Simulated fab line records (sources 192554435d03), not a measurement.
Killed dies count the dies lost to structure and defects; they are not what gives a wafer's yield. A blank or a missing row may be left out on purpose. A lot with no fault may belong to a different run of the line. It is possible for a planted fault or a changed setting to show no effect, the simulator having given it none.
Comparing a struck lot with a sound one + flow n5_finfet + 39 out of 1938 route steps
Sound: these wafers, L690.1, L690.4, L690.6. Struck: wafers L676.1, L676.4, L676.5. At the end, the cause is stated.
At each step with rows: each side's tool, then ch and its chambers, then its first start. Under that, the readings that differ: sound wafers + struck wafers + difference of the means + sigmas: that difference in standard deviations of wafers without a fault.
alike: a reading whose means differ by less than 2 such deviations, as well as words and numbers matching on both sides. not compared: withheld readings; readings where some wafer has no value; bounds like >300 that might hide an equal value; numbers whose values overlap and for which the record gives no deviation.
A row with sigmas, a row that says differs or no value, or rows on one side alone: a step with any of these is where the two part. Numbers that don't overlap but have no deviation are shown without sigmas and don't part them. Lack of a reading on every wafer of one side parts them only where that side has two or more wafers.

first, 10 steps without rows for these wafers: N5_MOL_CONTACT_COAG_CO_FILL_22 (material Co, precursor CCTBA/H2, target thk 20 nm); N5_MOL_CONTACT_COAG_ANNEAL_113 (time 300 s); N5_MOL_CONTACT_COAG_PRE_CLEAN_142 (time 60 s); N5_MOL_CONTACT_COAG_SPUTTER_130 (material Co, target thk 47.5 nm); N5_MOL_CONTACT_COAG_PRECLEAN_125 (cleans in DIW, time 57.5 s); N5_MOL_CONTACT_COAG_SRD_126 (dry time 32 s); N5_MOL_CONTACT_COAG_CMP_23 (polishes, stops on SiO2, t overpolish 1.5 s, target thk 0 nm); N5_MOL_CONTACT_COAG_WET_ETCH_26 (target Co, target depth 13 nm); N5_MOL_CONTACT_COAG_WET_ETCH_116 (etches the open film in SC1-inhibited, target depth 4.6 nm, rinse time 30 s); N5_MOL_CONTACT_COAG_ALD_27 (deposits SiOC, target thk 17 nm, pulse time 1.5 s, time 2720 s).
N5_MOL_CONTACT_COAG_CMP_28: polishes, stops on SiNx, t overpolish 0.85 s, target thk 14.522 nm.
  sound on cmp-03 ch 1,2, day 10 17:20; struck on cmp-03 ch 0,1,3, day 7 02:50
  no value came back on the struck wafers for edge_zone_pressure_frac, head_pressure_psi (psi), motor_current_A (A), time_to_endpoint_s (s); on the sound wafers edge_zone_pressure_frac reads 0.994 0.999 0.998
| reading                                       | sound        | struck         | difference | sigmas |
|-----------------------------------------------|--------------|----------------|------------|--------|
| model.SiNx_of_GATE_CUT_SAC_CAP_01.thk_nm (nm) | 17.8 18 17.8 | 18.2 18.2 18.2 | +0.3       |        |
then, 23 steps without rows for these wafers: N5_MOL_CONTACT_COAG_ALD_123 (deposits SiNx, target thk 5 nm, pulse time 1 s, purge time 2 s); N5_MOL_CONTACT_COAG_PECVD_31 (deposits SiO2 from TEOS/O2, target thk 46 nm, time 8.9 s); N5_MOL_CONTACT_COAG_COAT_75 (time 60 s, resist thk 60 nm); N5_MOL_CONTACT_COAG_COAT_76 (time 60 s, resist thk 10 nm); N5_MOL_CONTACT_COAG_COAT_77 (time 60 s, resist thk 10 nm); N5_MOL_CONTACT_COAG_COAT_78 (resist thk 40 nm); N5_MOL_CONTACT_COAG_EBR_80; N5_MOL_CONTACT_COAG_SOFTBAKE_79 (time 60 s); N5_MOL_CONTACT_COAG_EXPOSE_81 (exposes mask VG, defocus 0 nm); N5_MOL_CONTACT_COAG_PEB_82 (peb time 60 s); N5_MOL_CONTACT_COAG_DEVELOP_83 (develop time 30 s); N5_MOL_CONTACT_COAG_DESCUM_88 (chemistry O2, time 7 s); N5_MOL_CONTACT_COAG_ETCH_89 (etches underlayer in N2/H2, target depth 13 nm, time 10.4 s); N5_MOL_CONTACT_COAG_ETCH_90 (etches SiARC in CF4, target depth 13 nm, time 21.7 s); N5_MOL_CONTACT_COAG_ALD_131 (deposits SiO2, target thk 5 nm, pulse time 1 s, co reactant pulse time 1 s); N5_MOL_CONTACT_COAG_ETCHBACK_132 (etches SiO2 in CHF3, target depth 10 nm, time 6.7 s); N5_MOL_CONTACT_COAG_ETCH_91 (etches SOC in N2/H2, target depth 60 nm, overetch 21 nm, time 101.2 s); N5_MOL_CONTACT_COAG_STRIP_92 (strips in N2/H2); N5_MOL_CONTACT_COAG_STRIP_93 (strips in N2/H2); N5_MOL_CONTACT_COAG_ETCHBACK_135 (etches SiO2 in CHF3, target depth 25 nm, time 16.7 s); N5_MOL_CONTACT_COAG_STRIP_118 (strips in CHF3); N5_MOL_CONTACT_COAG_VIA_ETCH_46 (etches SiO2 in C4F6/O2, target depth 46 nm, overetch 9.2 nm, time 40 s); N5_MOL_CONTACT_COAG_STRIP_96 (strips in N2/H2).
N5_MOL_CONTACT_COAG_ETCH_47: etches SiNx in CH3F/O2, stops on W, target depth 27 nm.
  sound on rie_diel-05 ch 0,1,3, day 10 19:56; struck on rie_diel-02 ch 2,3, day 7 05:47
| reading                                      | sound           | struck            | difference | sigmas |
|----------------------------------------------|-----------------|-------------------|------------|--------|
| etch_rf_on_time_s (s)                        | 31.5 30.4 30.1  | 33.4 33.2 31.8    | +2.1       | +3     |
| model.MOL_CONTACT_COAG.feature_depth_nm (nm) | 18.4 18.4 18.4  | 18.8 18.8 18.8    | +0.4       |        |
| model.etch.depth_nm (nm)                     | 17.9 17.92 17.9 | 18.15 18.13 18.17 | +0.24      |        |
  alike: chamber_pressure_mTorr, drypump_motor_current_A, oes_product_au, rf_vpp_V, showerhead_plenum_p_Torr, throttle_valve_pct
  not compared: rf_hours_counter_h
then, 1 step without rows for these wafers: N5_MOL_CONTACT_COAG_STRIP_119 (strips in N2/H2, time 30 s).
N5_MOL_CONTACT_COAG_ETCH_48: etches SiOC in C4F6/O2, target depth 15 nm, overetch 4.5 nm, time 17 s.
  sound on rie_diel-05 ch 2,3, day 10 21:44; struck on rie_diel-05 ch 1,2,3, day 7 07:20
| reading               | sound          | struck         | difference | sigmas |
|-----------------------|----------------|----------------|------------|--------|
| oes_product_au (a.u.) | 0.61 0.69 0.57 | 1.08 1.36 1.13 | +0.57      | +6     |
  alike: chamber_pressure_mTorr, drypump_motor_current_A, rf_vpp_V, showerhead_plenum_p_Torr, throttle_valve_pct
  not compared: rf_hours_counter_h
N5_BEOL_M4_RC_MEAS_101:
  the record has rows for the sound wafers here (prober-01 ch 0, day 13 16:21) and none for the struck ones
-- a jump in the record: the struck wafers' starts before and after are 7 days apart (it breaks off in module BEOL_M4 and resumes in module PASSIVATION, where the first step shown is number 1936 of the route) --
N5_PASSIVATION_PROBE_49:
  rows exist in the record for the struck wafers here (prober-02, day 14 03:35), but not for the sound ones

== WHERE THEY PART ==
Earliest at N5_MOL_CONTACT_COAG_CMP_28; latest, in this record, at N5_PASSIVATION_PROBE_49.

WHY: what the simulator had put in
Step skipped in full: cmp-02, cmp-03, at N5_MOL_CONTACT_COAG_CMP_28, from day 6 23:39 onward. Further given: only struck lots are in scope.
